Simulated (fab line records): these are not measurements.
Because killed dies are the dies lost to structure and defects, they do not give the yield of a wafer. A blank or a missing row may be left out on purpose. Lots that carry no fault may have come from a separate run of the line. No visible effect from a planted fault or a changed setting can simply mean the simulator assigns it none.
Chamber matching :: flow n5-finfet :: N5_BEOL_M9_CURE_72 on uv-cure-02: 3 sister chambers
The step cures SiCOH lowk, time 120 s. 6 wafers are shown with their chamber, then 7 later ones without.

## WAFERS WITH THEIR CHAMBER
wafer: L078.4
chamber: 1
wafer_temp_C_max: 371.9
lamp-power-pct (%): 52.25

wafer: L078.5
chamber: 1
wafer_temp_C_max: 372.5
lamp-power-pct (%): 52.35

wafer: L082.4
chamber: 0
wafer_temp_C_max: 371.2
lamp-power-pct (%): 52.28

wafer: L082.5
chamber: 0
wafer_temp_C_max: 371.4
lamp-power-pct (%): 52.34

wafer: L088.1
chamber: 2
wafer_temp_C_max: 373.8
lamp-power-pct (%): 52.23

wafer: L088.2
chamber: 2
wafer_temp_C_max: 373.4
lamp-power-pct (%): 52.26

## WAFERS MISSING THEIR CHAMBER
wafer: L088.3
wafer_temp_C_max: 373.0
lamp-power-pct (%): 52.40

wafer: L090.1
wafer_temp_C_max: 372.5
lamp-power-pct (%): 52.35

wafer: L090.4
wafer_temp_C_max: 372.6
lamp-power-pct (%): 52.29

wafer: L090.5
wafer_temp_C_max: 372.0
lamp-power-pct (%): 52.36

wafer: L097.2
wafer_temp_C_max: 373.8
lamp-power-pct (%): 52.33

wafer: L097.4
wafer_temp_C_max: 373.9
lamp-power-pct (%): 52.35

wafer: L097.6
wafer_temp_C_max: 372.6
lamp-power-pct (%): 52.19

## THE CHAMBER EACH PASSED THROUGH
wafer: L088.3
from the rows above: can't be placed: 1 or 2
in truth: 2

wafer: L090.1
from the rows above: 1
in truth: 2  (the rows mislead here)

wafer: L090.4
from the rows above: 1
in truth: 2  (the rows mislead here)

wafer: L090.5
from the rows above: can't be placed: 1 or 0
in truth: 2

wafer: L097.2
from the rows above: 2
in truth: 2

wafer: L097.4
from the rows above: 2
in truth: 2

wafer: L097.6
from the rows above: can't be placed: 1 or 2
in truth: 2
Correctly placed: 2 of 7. Unplaceable from these rows: 3, with the true chamber sitting among the candidates in 2. Wrongly placed: 2.
How it was worked out, from the rows above alone: a wafer's distance from a chamber is the root of the sum, over the readings, of the square of ((its reading less the chamber's mean) divided by the reading's scatter). The wafer belongs to the nearest chamber; if the next one is less than 2 further off, it can't be placed. For every chamber, the mean is computed from those of its wafers that are shown. The scatter: the root of (the sum of the squares of (reading less its chamber's mean) over the shown wafers, divided by (wafers less chambers)).
